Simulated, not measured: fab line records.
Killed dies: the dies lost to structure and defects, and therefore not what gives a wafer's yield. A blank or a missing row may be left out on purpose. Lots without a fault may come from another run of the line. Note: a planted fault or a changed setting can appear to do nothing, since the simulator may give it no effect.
Chamber matching :: flow n5_finfet :: rie_diel-06 running N5_MIM_TOP_ETCH_STRIP_01: 4 sister chambers
The step strips in O2. 8 wafers are shown with their chamber, then 9 later ones without.

WAFERS PAIRED WITH THEIR CHAMBERS
wafer: L082.1
chamber: 0
drypump_motor_current_A (A): 5.0
throttle_valve_pct (%): 16.18

wafer: L082.4
chamber: 3
drypump_motor_current_A (A): 5.5
throttle_valve_pct (%): 17.07

wafer: L086.3
chamber: 1
drypump_motor_current_A (A): 5.3
throttle_valve_pct (%): 16.88

wafer: L086.5
chamber: 3
drypump_motor_current_A (A): 5.5
throttle_valve_pct (%): 17.14

wafer: L086.6
chamber: 2
drypump_motor_current_A (A): 6.0
throttle_valve_pct (%): 16.75

wafer: L089.2
chamber: 1
drypump_motor_current_A (A): 5.4
throttle_valve_pct (%): 16.89

wafer: L089.3
chamber: 2
drypump_motor_current_A (A): 6.0
throttle_valve_pct (%): 16.79

wafer: L089.4
chamber: 0
drypump_motor_current_A (A): 5.1
throttle_valve_pct (%): 16.22

WAFERS WITHOUT THEIR CHAMBER
wafer: L090.1
drypump_motor_current_A (A): 5.3
throttle_valve_pct (%): 16.92

wafer: L090.3
drypump_motor_current_A (A): 5.5
throttle_valve_pct (%): 17.15

wafer: L090.4
drypump_motor_current_A (A): 5.0
throttle_valve_pct (%): 16.26

wafer: L087.1
drypump_motor_current_A (A): 5.1
throttle_valve_pct (%): 16.30

wafer: L087.3
drypump_motor_current_A (A): 5.5
throttle_valve_pct (%): 17.17

wafer: L087.5
drypump_motor_current_A (A): 5.5
throttle_valve_pct (%): 17.14

wafer: L096.3
drypump_motor_current_A (A): 5.3
throttle_valve_pct (%): 16.98

wafer: L096.4
drypump_motor_current_A (A): 6.0
throttle_valve_pct (%): 16.86

wafer: L096.5
drypump_motor_current_A (A): 5.1
throttle_valve_pct (%): 16.22

CHAMBER TAKEN BY EACH
wafer: L090.1
from the rows above: 1
in truth: 1

wafer: L090.3
from the rows above: 3
in truth: 3

wafer: L090.4
from the rows above: 0
in truth: 0

wafer: L087.1
from the rows above: 0
in truth: 0

wafer: L087.3
from the rows above: 3
in truth: 3

wafer: L087.5
from the rows above: 3
in truth: 3

wafer: L096.3
from the rows above: 1
in truth: 1

wafer: L096.4
from the rows above: 2
in truth: 2

wafer: L096.5
from the rows above: 0
in truth: 0
Correctly placed: 9 of 9. Number that these rows cannot place: 0. 0 placed wrongly.
How it was worked out, from the rows above alone: a wafer's distance from a chamber is the root of the sum, over the readings, of the square of ((its reading less the chamber's mean) divided by the reading's scatter). The wafer belongs to the nearest chamber; if the next one is less than 2 further off, it can't be placed. For every chamber, the mean is computed from those of its wafers that are shown. The scatter: take each reading less its chamber's mean, square it, sum over the shown wafers, divide by the number of wafers less the number of chambers, and take the root.
